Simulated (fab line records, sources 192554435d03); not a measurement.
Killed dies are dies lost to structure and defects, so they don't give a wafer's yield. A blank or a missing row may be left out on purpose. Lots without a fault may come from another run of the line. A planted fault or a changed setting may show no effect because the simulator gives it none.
Which tool did it? | flow n5_finfet | 9 lots, 27 wafers sampled, at 3 steps of a route of 1938

WHAT THE GAUGES READ, wafer by wafer
N5_BEOL_M4_RC_MEAS_101.
lot  | measured     | on        | VT_P_LVT (mV)
L906 | day 7 20:01  | prober-01 | -100.8 -99.3 -99.8
L907 | day 8 02:04  | prober-02 | -102.4 -101.2 -102.7
L915 | day 10 15:41 | prober-02 | -208.9 -207.3 -205.8
L916 | day 10 18:28 | prober-01 | -209.6 -207.0 -210.8
L918 | day 11 19:35 | prober-01 | -205.1 -205.9 -205.8
L917 | day 11 19:52 | prober-02 | -99.0 -101.5 -98.7
L925 | day 13 01:31 | prober-01 | -99.5 -101.1 -98.0
L926 | day 13 05:14 | prober-02 | -100.2 -100.0 -102.7
L929 | day 14 10:37 | prober-01 | -100.9 -100.5 -101.0

WHICH TOOL RAN EACH LOT (tool, then ch and the chambers of the sampled wafers, then the start)
lot  | N5_HKMG_FIN_STRIP_60                | N5_HKMG_FIN_ALD_79
L906 | plasma_asher-02 ch 1, day 4 01:35   | ald_metal-01 ch 1,3, day 4 02:04
L907 | plasma_asher-01 ch 0,1, day 4 07:58 | ald_metal-02 ch 0,2,3, day 4 08:20
L915 | plasma_asher-02 ch 1, day 6 07:28   | ald_metal-04 ch 0,1,2, day 6 07:57
L916 | plasma_asher-02 ch 0,1, day 6 15:41 | ald_metal-01 ch 0,1,2, day 6 16:10
L918 | plasma_asher-02 ch 0,1, day 7 01:09 | ald_metal-01 ch 0,1,2, day 7 01:39
L917 | plasma_asher-02 ch 0,1, day 7 04:35 | ald_metal-01 ch 0,1, day 7 04:58
L925 | plasma_asher-02 ch 0,1, day 8 19:14 | ald_metal-04 ch 0,3, day 8 19:47
L926 | plasma_asher-02 ch 0,1, day 9 01:40 | ald_metal-01 ch 0,1,3, day 9 02:09
L929 | plasma_asher-02 ch 0,1, day 9 19:02 | ald_metal-04 ch 0,2,3, day 9 19:31
- N5_HKMG_FIN_STRIP_60: strips in N2/H2, time 360 s.
- N5_HKMG_FIN_ALD_79: deposits TiN, target thk 1.5 nm, pulse time 1 s, purge time 3 s.

THE ANSWER, worked out from the rows above alone
Rule: what is usual is taken from the lots themselves. Put in order of their means at a reading, lots are off if they are a third of the lots or fewer, leave a main group of 4 or more, and stand apart from it by a gap of 3 or more times the standard deviation of the main group's means; of several such gaps the widest counts. A main group whose means are all the same, to the digits that the tables above print for the reading, isn't used. A lot without any number at a reading at which 4 lots or more have one is off too. The other lots that the step has rows for count as sound.
Off: L915, L916, L918, at N5_BEOL_M4_RC_MEAS_101 (VT_P_LVT). The main group: mean -100.5 mV, standard deviation 0.88.
A tool fits if, at a process step before that reading, it ran every lot that is off, and no sound lot after the first of them. The gauges at N5_BEOL_M4_RC_MEAS_101 are tried like those tools. None of those tried fits.

WHAT THE SIMULATOR HAD PUT IN
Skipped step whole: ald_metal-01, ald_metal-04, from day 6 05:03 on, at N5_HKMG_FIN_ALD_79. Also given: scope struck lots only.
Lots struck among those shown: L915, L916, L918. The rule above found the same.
